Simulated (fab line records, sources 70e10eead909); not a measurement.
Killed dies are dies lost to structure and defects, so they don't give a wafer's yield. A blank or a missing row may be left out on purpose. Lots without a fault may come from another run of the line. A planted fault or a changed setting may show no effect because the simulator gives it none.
A struck lot beside a sound one | flow nand_harc | 15 steps out of a route of 1302
Sound: wafers L496.2, L496.3, L496.5. Struck: wafers L505.4, L505.5, L505.6. The cause comes at the end.
At each step with rows: each side's tool, then ch and its chambers, then its first start. Under that, the readings that differ: sound wafers | struck wafers | difference of the means | sigmas: that difference in standard deviations of wafers without a fault.
alike: readings whose means differ by less than 2 such deviations, and words and numbers that are the same on both sides. not compared: withheld readings, readings that some wafer has no value for, bounds like >300 that may hide the same value, and numbers for which the record gives no deviation and whose values overlap.
The two part at a step that has a row with sigmas, a row that says differs or no value, or rows on one side only. Numbers that don't overlap but have no deviation are shown without sigmas and don't part them. A reading that every wafer of one side lacks parts them only if that side has two wafers or more.

first, 4 steps without rows for these wafers: NHARC_A_ZERO_WELL_STRIP_14 (strips in SPM, time 900 s); NHARC_A_ZERO_WELL_IMPLANT_15; NHARC_A_ZERO_WELL_PRECLEAN_22 (cleans in SC1, time 60 s); NHARC_A_ZERO_WELL_SRD_23.
NHARC_A_ZERO_WELL_RTA_16: time 10 s.
  sound on rtp_anneal-01 ch 0, day 9 02:14; struck on rtp_anneal-02 ch 0, day 12 23:37
  reading             | sound          | struck         | difference | sigmas
  lamp_power_pct (%)  | 31.4 31.4 31.4 | 34.4 34.4 34.4 | +3.0       | +2
  lamp_zone_4_pct (%) | 31.4 31.4 31.4 | 34.4 34.4 34.4 | +3.0       | +2
  alike: wafer_temp_C_max
NHARC_A_ZERO_WELL_INSPECT_17:
  sound on defect_inspect-01, day 9 02:25; struck on defect_inspect-01, day 12 23:44
  alike: raw_defect_count
then, 3 steps without rows for these wafers: NHARC_A_SOURCE_PLATE_PRECLEAN_00 (cleans in HF-LAST, time 60 s); NHARC_A_SOURCE_PLATE_SRD_01; NHARC_A_SOURCE_PLATE_OXIDE_02 (material SiO2, target thk 10 nm, ox time 1362 s).
NHARC_A_SOURCE_PLATE_THK_MEAS_09: measures by ellipsometry.
  sound on film_metro-02, day 9 09:14; struck on film_metro-02, day 13 08:05
  alike: thk_nm
then, 1 step without rows for these wafers: NHARC_A_SOURCE_PLATE_PVD_04 (deposits WSi2, target thk 50 nm).
NHARC_A_SOURCE_PLATE_CVD_03: deposits poly-Si, target thk 200 nm, time 4000 s.
  sound on lpcvd_poly-03 ch 0, day 9 11:44; struck on lpcvd_poly-03 ch 0, day 13 10:34
  reading                | sound                | struck               | difference | sigmas
  spike_tc_bottom_C (C)  | 634 635 634          | 622 622 622          | -12        | -3
  spike_tc_centre_C (C)  | 620.5 621.9 621.7    | 608.8 608.9 608.9    | -12.5      | -12
  spike_tc_lower_C (C)   | 617.9 617.8 618.7    | 607.3 606.1 603.2    | -12.6      | -7
  spike_tc_top_C (C)     | 634 634 634          | 619 621 621          | -14        | -2
  spike_tc_upper_C (C)   | 618.6 618.3 619.6    | 605.8 606.9 605.5    | -12.8      | -9
  tube_center_temp_C (C) | 619.94 619.99 620.13 | 607.63 607.70 607.64 | -12.36     | -99 or more
then, 1 step without rows for these wafers: NHARC_A_SOURCE_PLATE_ANNEAL_05 (time 1800 s).
NHARC_A_SOURCE_PLATE_THK_MEAS_06: measures by ellipsometry.
  sound on film_metro-02, day 9 22:55; struck on film_metro-01, day 13 18:25
  reading     | sound             | struck            | difference | sigmas
  thk_nm (nm) | 201.4 201.5 203.9 | 150.5 149.3 148.5 | -52.8      | -26
then, 1 step without rows for these wafers: NHARC_END_SORT_01.

WHERE THEY PART
First at NHARC_A_ZERO_WELL_RTA_16; last, within this record, at NHARC_A_SOURCE_PLATE_THK_MEAS_06.

WHY: what the simulator had put in
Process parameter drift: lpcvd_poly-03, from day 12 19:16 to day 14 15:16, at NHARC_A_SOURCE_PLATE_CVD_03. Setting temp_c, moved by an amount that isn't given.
